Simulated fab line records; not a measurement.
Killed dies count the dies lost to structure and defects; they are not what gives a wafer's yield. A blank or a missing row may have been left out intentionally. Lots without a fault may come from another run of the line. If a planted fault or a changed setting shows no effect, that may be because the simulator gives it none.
Which tool did it? ; flow n5-finfet ; 9 lots with 25 wafers sampled at 7 steps, on a route of 1938 steps

## WHAT EACH GAUGE READ, for each wafer
N5_MOL_CONTACT_COAG_CD_MEAS_84: target cd 25.1 nm.
lot;measured;on;cd-nm (nm)
L188;day 5 01:44;cd-sem-01;25.54 25.39 25.38
L193;day 6 09:22;cd-sem-03;24.30 23.37 22.24
L194;day 6 12:07;cd-sem-02;22.41 16.14 19.01
L204;day 9 04:20;cd-sem-01;25.26 25.02 25.15
L205;day 9 12:09;cd-sem-02;24.84 25.00 24.99
L207;day 9 20:37;cd-sem-03;25.56 25.33
L208;day 10 05:59;cd-sem-03;24.91 25.00 25.14
L210;day 10 12:16;cd-sem-01;25.40 25.24
L211;day 10 19:38;cd-sem-01;25.10 25.34 25.15

N5_MOL_CONTACT_COAG_CD_MEAS_137: target cd 16 nm.
lot;measured;on;cd-nm (nm)
L188;day 5 02:55;cd-sem-03;16.4 16.6 16.3
L193;day 6 10:35;cd-sem-02;14.4 14.6 12.9
L194;day 6 13:28;cd-sem-02;13.0 7.7 10.2
L204;day 9 05:47;cd-sem-03;15.9 16.5 16.0
L205;day 9 13:06;cd-sem-02;15.9 15.5 16.0
L207;day 9 21:37;cd-sem-01;16.0 16.2
L208;day 10 06:55;cd-sem-01;15.4 15.2 15.8
L210;day 10 13:46;cd-sem-02;16.3 16.1
L211;day 10 20:34;cd-sem-02;15.9 15.6 16.0

N5_BEOL_M4_RC_MEAS_101.
lot;measured;on;DIBL_N (mV/V);DIBL_P (mV/V);IOFF_N (nA/um);IOFF_P (nA/um);ION_N (uA/um);ION_P (uA/um);SS_N (mV/dec);SS_P (mV/dec);VT_N (mV);VT_P (mV)
L188;day 8 02:03;prober-01;38.1 35.5 38.4;37.9 34.4 37.7;0.19 0.13 0.19;0.25 0.20 0.25;676 668 679;471 460 465;71.6 71.4 72.1;73.4 72.3 73.3;248 254 250;-247 -250 -248
L204;day 11 21:11;prober-01;40.2 37.6 39.0;42.0 39.5 39.6;0.26 0.20 0.22;0.30 0.26 0.25;697 687 681;471 465 455;73.5 72.0 72.6;74.6 74.1 74.0;244 246 246;-245 -248 -247
L205;day 12 01:38;prober-02;38.1 37.3 37.4;37.8 37.4 37.3;0.16 0.18 0.16;0.21 0.22 0.21;685 687 676;469 471 470;71.9 72.5 72.7;73.6 73.9 72.8;250 247 251;-252 -251 -251
L207;day 12 12:32;prober-01;36.9 37.8;35.7 35.7;0.17 0.19;0.18 0.19;666 670;444 452;73.2 73.0;73.4 73.2;250 251;-256 -253
L208;day 13 04:58;prober-01;37.6 37.4 41.7;40.2 39.5 43.6;0.21 0.19 0.32;0.29 0.26 0.37;688 681 699;473 464 477;72.1 71.8 73.5;74.6 74.0 75.8;246 247 240;-246 -246 -244
L210;day 13 06:49;prober-01;36.3 32.8;37.3 33.6;0.19 0.13;0.26 0.20;689 652;471 457;72.2 71.2;73.4 71.7;246 253;-245 -250
L211;day 13 09:58;prober-02;36.4 36.8 37.0;36.7 36.7 37.2;0.17 0.17 0.18;0.21 0.22 0.23;672 671 675;459 454 460;71.2 72.2 71.9;73.0 73.5 73.8;248 248 247;-252 -250 -250

## TOOL THAT RAN EACH LOT (tool first, then ch and the chambers of the sampled wafers, then the start)
lot;N5_MOL_CONTACT_COAG_ETCH_59;N5_MOL_CONTACT_COAG_SPUTTER_143;N5_MOL_CONTACT_COAG_ALD_27;N5_MOL_CONTACT_COAG_EXPOSE_81
L188;rie-diel-03 ch 0,2,3, day 4 15:11;pvd-sputter-03, day 4 17:23;ald-sin-02 ch 0,2, day 4 21:01;euv-scanner-01 ch 0, day 5 01:37
L193;rie-diel-01 ch 2,3, day 5 22:56;pvd-sputter-02, day 6 01:37;ald-sin-02 ch 1,2,3, day 6 06:22;euv-scanner-02 ch 0, day 6 09:13
L194;rie-diel-05 ch 1,3, day 6 02:40;pvd-sputter-02, day 6 06:14;ald-sin-04 ch 1,2, day 6 09:22;euv-scanner-02 ch 0, day 6 11:59
L204;rie-diel-05 ch 0,1,3, day 8 18:59;pvd-sputter-03, day 8 21:49;ald-sin-04 ch 0,1,2, day 9 00:49;euv-scanner-02 ch 0, day 9 04:12
L205;rie-diel-03 ch 1,3, day 9 00:59;pvd-sputter-02, day 9 06:10;ald-sin-02 ch 1,3, day 9 09:25;euv-scanner-02 ch 0, day 9 12:01
L207;rie-diel-03 ch 1, day 9 10:28;pvd-sputter-03, day 9 14:08;ald-sin-04 ch 0,2, day 9 17:51;euv-scanner-02 ch 0, day 9 20:29
L208;rie-diel-05 ch 0,2,3, day 9 21:08;pvd-sputter-03, day 9 23:52;ald-sin-03 ch 0,3, day 10 03:14;euv-scanner-02 ch 0, day 10 05:50
L210;rie-diel-03 ch 2,3, day 10 03:12;pvd-sputter-02, day 10 05:41;ald-sin-04 ch 0, day 10 09:31;euv-scanner-02 ch 0, day 10 12:07
L211;rie-diel-01 ch 0,1,2, day 10 10:59;pvd-sputter-02, day 10 13:29;ald-sin-04 ch 1,2,3, day 10 16:52;euv-scanner-02 ch 0, day 10 19:30
- N5_MOL_CONTACT_COAG_ETCH_59: etches underlayer in N2/H2, target depth 13 nm, time 10.4 s.
- N5_MOL_CONTACT_COAG_SPUTTER_143: material Co, target thk 2.5 nm.
- N5_MOL_CONTACT_COAG_ALD_27: deposits SiOC, target thk 17 nm, pulse time 1.5 s, time 2720 s.
- N5_MOL_CONTACT_COAG_EXPOSE_81: exposes mask VG, defocus 0 nm.

## AS READ BY THE TOOLS THEMSELVES (means over the sampled wafers that have a number; for cases with no such wafer, the mark the record gives instead)
N5_MOL_CONTACT_COAG_ETCH_59.
lot;tool;drypump-motor-current-A (A);etch-rf-on-time-s (s);oes-product-au (a.u.);rf-vpp-V (V);showerhead-plenum-p-Torr (Torr);throttle-valve-pct (%)
L188;rie-diel-03;5.7;10.31;0.72;524.3;2.53;17.79
L193;rie-diel-01;5.4;10.32;0.71;522.5;2.51;17.98
L194;rie-diel-05;5.5;10.31;0.64;523.4;2.53;18.03
L204;rie-diel-05;5.6;10.53;0.64;524.9;2.57;17.85
L205;rie-diel-03;6.4;10.17;0.76;523.8;2.55;17.74
L207;rie-diel-03;6.8;10.09;0.77;521.4;2.48;17.63
L208;rie-diel-05;5.7;10.57;0.62;525.9;2.61;17.86
L210;rie-diel-03;5.8;10.28;0.71;524.2;2.58;17.84
L211;rie-diel-01;5.5;10.08;0.68;523.2;2.52;17.86

N5_MOL_CONTACT_COAG_SPUTTER_143.
lot;tool;throttle-valve-pct (%)
L188;pvd-sputter-03;30.9
L193;pvd-sputter-02;31.7
L194;pvd-sputter-02;30.5
L204;pvd-sputter-03;30.8
L205;pvd-sputter-02;30.8
L207;pvd-sputter-03;30.9
L208;pvd-sputter-03;30.0
L210;pvd-sputter-02;31.9
L211;pvd-sputter-02;31.8

N5_MOL_CONTACT_COAG_ALD_27.
lot;tool;chamber-pressure-Torr (Torr);heater-power-outer-w (W);heater-power-w (W);precursor-pulse-height-rel
L188;ald-sin-02;1.998;521;890;1.012
L193;ald-sin-02;1.998;550;943;0.994
L194;ald-sin-04;1.997;595;941;1.004
L204;ald-sin-04;2.001;543;892;1.006
L205;ald-sin-02;2.000;613;997;1.004
L207;ald-sin-04;1.998;458;779;0.984
L208;ald-sin-03;2.000;580;862;0.986
L210;ald-sin-04;1.998;522;860;0.992
L211;ald-sin-04;2.003;551;896;0.998

N5_MOL_CONTACT_COAG_EXPOSE_81.
lot;tool;exposure-dose-mJ-cm2
L188;euv-scanner-01;60.8
L193;euv-scanner-02;62.1
L194;euv-scanner-02;64.3
L204;euv-scanner-02;59.4
L205;euv-scanner-02;59.3
L207;euv-scanner-02;59.3
L208;euv-scanner-02;59.4
L210;euv-scanner-02;59.2
L211;euv-scanner-02;59.3

## THE ANSWER, worked out from the rows above alone
Rule: the lots themselves supply what counts as usual. The widest of any qualifying gaps counts: lots, ordered by their means at a reading, are off when they make up no more than a third of the lots, leave a main group of 4 or more, and stand apart from it by 3 or more times the standard deviation of that group's means. The tables above print the reading to a certain number of digits; a main group whose means all agree to those digits is not used. A lot without any number at a reading at which 4 lots or more have one is off too. Any other lot the step has rows for is counted as sound. The gauges are gone through in route order, then the tools' own readings, and for those a lot's mean is taken as printed above. The first step at which some lot is off is used, and at that step the reading that is off furthest; a lot without a number counts as furthest.
Off, at N5_MOL_CONTACT_COAG_CD_MEAS_84 on cd-nm: L193, L194. Main group: mean 25.21 nm, sd 0.18.
If a tool, at a process step before that reading, ran all the lots that are off and no sound lot after the first of them, it fits. Not tried: the gauges at N5_MOL_CONTACT_COAG_CD_MEAS_84; whatever is off there is also off at N5_MOL_CONTACT_COAG_EXPOSE_81, on other tools, and gauge error can't account for it. Of those tried, none fits.

## WHAT THE SIMULATOR HAD INSERTED
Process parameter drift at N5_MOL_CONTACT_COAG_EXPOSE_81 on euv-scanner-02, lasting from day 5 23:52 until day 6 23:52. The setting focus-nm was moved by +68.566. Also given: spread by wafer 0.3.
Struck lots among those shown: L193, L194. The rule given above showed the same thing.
